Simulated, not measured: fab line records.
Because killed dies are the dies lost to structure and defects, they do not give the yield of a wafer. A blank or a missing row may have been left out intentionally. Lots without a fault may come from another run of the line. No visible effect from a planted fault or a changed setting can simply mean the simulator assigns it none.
Which tool was responsible? ; flow nandHarc ; 13 lots, 39 wafers sampled, at 5 steps of a route of 1159

WHAT THE GAUGES SHOWED, per wafer
NHARC_END_SORT_01. Usual: killedAtArray 27, standard deviation 11; killedAtOther 0.6, standard deviation 1; killedAtPeriphery 3.0, standard deviation 2.1; killedDies 31, standard deviation 12; killedOpen 3.2, standard deviation 1.7; killedShort 1.7, standard deviation 1.4.
lot;measured;on;killedAtArray;killedAtOther;killedAtPeriphery;killedDies;killedOpen;killedShort;flag
L993;day 20 06:16;prober-01;23 23 21;1 0 1;1 2 1;25 25 23;4 3 2;1 1 1;
L999;day 21 03:04;prober-01;20 14 21;0 0 0;4 0 2;24 14 23;4 0 2;4 1 1;
L103;day 21 18:46;prober-01;15 9 8;0 0 1;1 2 1;16 11 10;3 3 1;2 1 1;
L106;day 22 09:09;prober-02;12 12 10;0 0 0;1 2 2;13 14 12;1 4 3;1 0 1;
L110;day 23 22:05;prober-02;19 19 10;1 2 0;4 5 10;24 26 20;2 2 3;2 3 1;

EACH LOT AND THE TOOL THAT RAN IT (in order: tool; ch and the chambers of the sampled wafers; start)
lot;NHARC_A_STAIRCASE_HM_DEP_462;NHARC_A_STAIRCASE_STRIP_316;NHARC_A_STAIRCASE_ALD_420;NHARC_A_STAIRCASE_DEP_325
L993;aclDep-03 ch 0, day 11 18:22;rieDiel-11 ch 0,1, day 12 05:43 or earlier;aldHk-03 ch 0,2,3, day 12 05:43;pecvd-02 ch 0,1,2, day 13 07:02
L994;aclDep-01 ch 0, day 12 03:55;rieDiel-11 ch 0,3, day 12 14:50 or earlier;aldHk-04 ch 1,2, day 12 14:50;pecvd-04 ch 0,2, day 13 18:41
L995;aclDep-03 ch 0, day 12 04:52;rieDiel-02 ch 0,1,3, day 12 14:50 or earlier;aldHk-01 ch 0,2,3, day 12 14:50;pecvd-03 ch 0,1,2, day 13 18:40
L997;aclDep-02 ch 0, day 12 06:37;rieDiel-02 ch 1,2,3, day 12 17:50 or earlier;aldHk-04 ch 0,1,2, day 12 17:50;pecvd-03 ch 0,1,2, day 13 19:14
L998;aclDep-02 ch 0, day 13 09:46;rieDiel-12 ch 0,3, day 13 20:03 or earlier;aldHk-01 ch 0,3, day 13 20:03;pecvd-02 ch 0,2, day 14 20:50
L999;aclDep-03 ch 0, day 13 15:57;rieDiel-02 ch 1,2,3, day 14 02:32 or earlier;aldHk-04 ch 2,3, day 14 02:32;pecvd-04 ch 0,1, day 15 01:05
L103;aclDep-03 ch 0, day 14 03:03;rieDiel-11 ch 0,1,2, day 14 13:46 or earlier;aldHk-04 ch 1,2, day 14 13:46;pecvd-04 ch 0,1,2, day 15 17:02
L102;aclDep-02 ch 0, day 14 03:34;rieDiel-11 ch 0,2,3, day 14 13:46 or earlier;aldHk-01 ch 0,1,3, day 14 13:46;pecvd-02 ch 0,1,2, day 15 13:06
L106;aclDep-03 ch 0, day 14 20:23;rieDiel-11 ch 0,2,3, day 15 08:01 or earlier;aldHk-01 ch 0,2,3, day 15 08:01;pecvd-04 ch 0,1,2, day 16 10:38
L110;aclDep-01 ch 0, day 16 06:12;rieDiel-12 ch 1,2,3, day 16 17:02 or earlier;aldHk-04 ch 0,1,2, day 16 17:02;pecvd-03 ch 1,2, day 17 18:01
L114;aclDep-01 ch 0, day 16 19:26;rieDiel-11 ch 1,2,3, day 17 07:47 or earlier;aldHk-03 ch 0,2,3, day 17 07:47;pecvd-02 ch 1, day 18 09:23
L115;aclDep-01 ch 0, day 17 18:55;rieDiel-12 ch 0,1,3, day 18 13:19 or earlier;aldHk-01 ch 0,1,2, day 18 13:19;pecvd-03 ch 0,1, day 19 12:53
L116;aclDep-03 ch 0, day 17 19:43;rieDiel-02 ch 0,2,3, day 18 13:26 or earlier;aldHk-04 ch 0,2, day 18 13:26;pecvd-02 ch 0,1, day 19 12:53
- NHARC_A_STAIRCASE_HM_DEP_462: deposits aC, target thk 800 nm.
- NHARC_A_STAIRCASE_STRIP_316: strips in O2.
- NHARC_A_STAIRCASE_ALD_420: deposits SiO2, target thk 20 nm, pulse time 6 s, ald cycles 200.
- NHARC_A_STAIRCASE_DEP_325: deposits SiO2, target thk 3800 nm.

AS READ BY THE TOOLS THEMSELVES (means over the sampled wafers that have a number; for cases with no such wafer, the mark the record gives instead)
NHARC_A_STAIRCASE_HM_DEP_462. Usual: throttleValvePct reads 34.999 % (standard deviation 0.0091).
lot;tool;throttleValvePct (%);flag
L993;aclDep-03;35.001;
L994;aclDep-01;35.012;
L995;aclDep-03;35.001;
L997;aclDep-02;34.997;
L998;aclDep-02;35.005;
L999;aclDep-03;34.997;
L103;aclDep-03;34.993;
L102;aclDep-02;35.001;
L106;aclDep-03;34.993;
L110;aclDep-01;34.991;
L114;aclDep-01;34.995;
L115;aclDep-01;34.997;
L116;aclDep-03;34.999;

NHARC_A_STAIRCASE_STRIP_316. Usual: drypumpMotorCurrentA 6.0 A, standard deviation 0.5; oesProductAu 1.002 a.u., standard deviation 0.011; rfVppV 57.7 V, standard deviation 0.97; showerheadPlenumPTorr 3.48 Torr, standard deviation 0.15; throttleValvePct 17.037 %, standard deviation 0.0084.
lot;tool;drypumpMotorCurrentA (A);oesProductAu (a.u.);rfVppV (V);showerheadPlenumPTorr (Torr);throttleValvePct (%);flag
L993;rieDiel-11;5.9;1.013;58.0;3.41;17.041;
L994;rieDiel-11;6.3;1.016;56.2;3.33;17.027;
L995;rieDiel-02;6.5;0.992;57.3;3.53;17.031;
L997;rieDiel-02;6.1;0.993;57.3;3.47;17.043;
L998;rieDiel-12;6.2;0.997;58.3;3.44;17.039;
L999;rieDiel-02;6.1;0.990;57.9;3.46;17.043;
L103;rieDiel-11;5.7;0.994;57.4;3.44;17.040;
L102;rieDiel-11;6.0;1.007;58.2;3.36;17.042;
L106;rieDiel-11;6.1;1.013;57.1;3.36;17.033;
L110;rieDiel-12;5.6;0.994;57.6;3.45;17.038;
L114;rieDiel-11;5.7;1.004;57.7;3.48;17.033;
L115;rieDiel-12;6.0;1.008;57.5;3.48;17.030;
L116;rieDiel-02;6.0;0.994;57.6;3.62;17.032;

NHARC_A_STAIRCASE_ALD_420. Usual: heaterPowerW 467 W, standard deviation 44; precursorPulseHeightRel 0.999, standard deviation 0.02.
lot;tool;heaterPowerW (W);precursorPulseHeightRel;flag
L993;aldHk-03;457;0.999;
L994;aldHk-04;459;0.978;
L995;aldHk-01;460;1.003;
L997;aldHk-04;460;0.990;
L998;aldHk-01;470;0.976;
L999;aldHk-04;516;0.980;
L103;aldHk-04;423;0.987;
L102;aldHk-01;463;1.000;
L106;aldHk-01;460;1.010;
L110;aldHk-04;449;1.008;
L114;aldHk-03;441;1.005;
L115;aldHk-01;453;1.003;
L116;aldHk-04;484;1.011;

NHARC_A_STAIRCASE_DEP_325. Usual: heaterPowerW 611 W, standard deviation 75; mfcPrecursorSccm 200.0 sccm, standard deviation 0.6.
lot;tool;heaterPowerW (W);mfcPrecursorSccm (sccm);flag
L993;pecvd-02;594;199.7;
L994;pecvd-04;643;200.2;
L995;pecvd-03;624;199.9;
L997;pecvd-03;612;199.9;
L998;pecvd-02;644;199.7;
L999;pecvd-04;622;200.2;
L103;pecvd-04;601;191.7;OFF
L102;pecvd-02;614;200.2;
L106;pecvd-04;623;192.6;OFF
L110;pecvd-03;568;199.6;
L114;pecvd-02;606;200.9;
L115;pecvd-03;624;200.5;
L116;pecvd-02;627;200.2;

THE ANSWER, worked out from the rows above alone
Rule: a lot is off if the mean of its wafers that have a number lies more than 3 standard deviations from the usual mean. Also off: a lot with no number at a reading for which 4 or more lots have one. All remaining lots with rows at the step are treated as sound. Order of review: gauges by route order, followed by the tools' own readings, for which a lot's mean as printed above is used. The first step at which some lot is off is used, and at that step the reading that is off furthest; a lot without a number counts as furthest.
Off: L103, L106 (NHARC_A_STAIRCASE_DEP_325, mfcPrecursorSccm).
A tool fits if, at that step or a process step before it, it ran every lot that is off, and no sound lot after the first of them. NHARC_A_STAIRCASE_STRIP_316: start missing for some lots; hours and lot order therefore follow NHARC_A_STAIRCASE_ALD_420. One fits: NHARC_A_STAIRCASE_DEP_325 on pecvd-04. Its last sound lot is L999 (day 15 01:05), its first lot that is off L103 (day 15 17:02): a fault that began between those two fits.
On the lots that are off, the tool's own readings at NHARC_A_STAIRCASE_DEP_325 differ by more than 5 times the standard deviation of the sound lots' means, which bears it out; mfcPrecursorSccm reads 192.1 sccm there versus 200.1 sccm on the sound lots.

WHAT THE SIMULATOR PUT IN
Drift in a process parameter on pecvd-04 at NHARC_A_STAIRCASE_DEP_325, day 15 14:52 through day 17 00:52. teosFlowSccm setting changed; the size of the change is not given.
Lots struck among those shown: L103, L106. Same finding as the rule above.
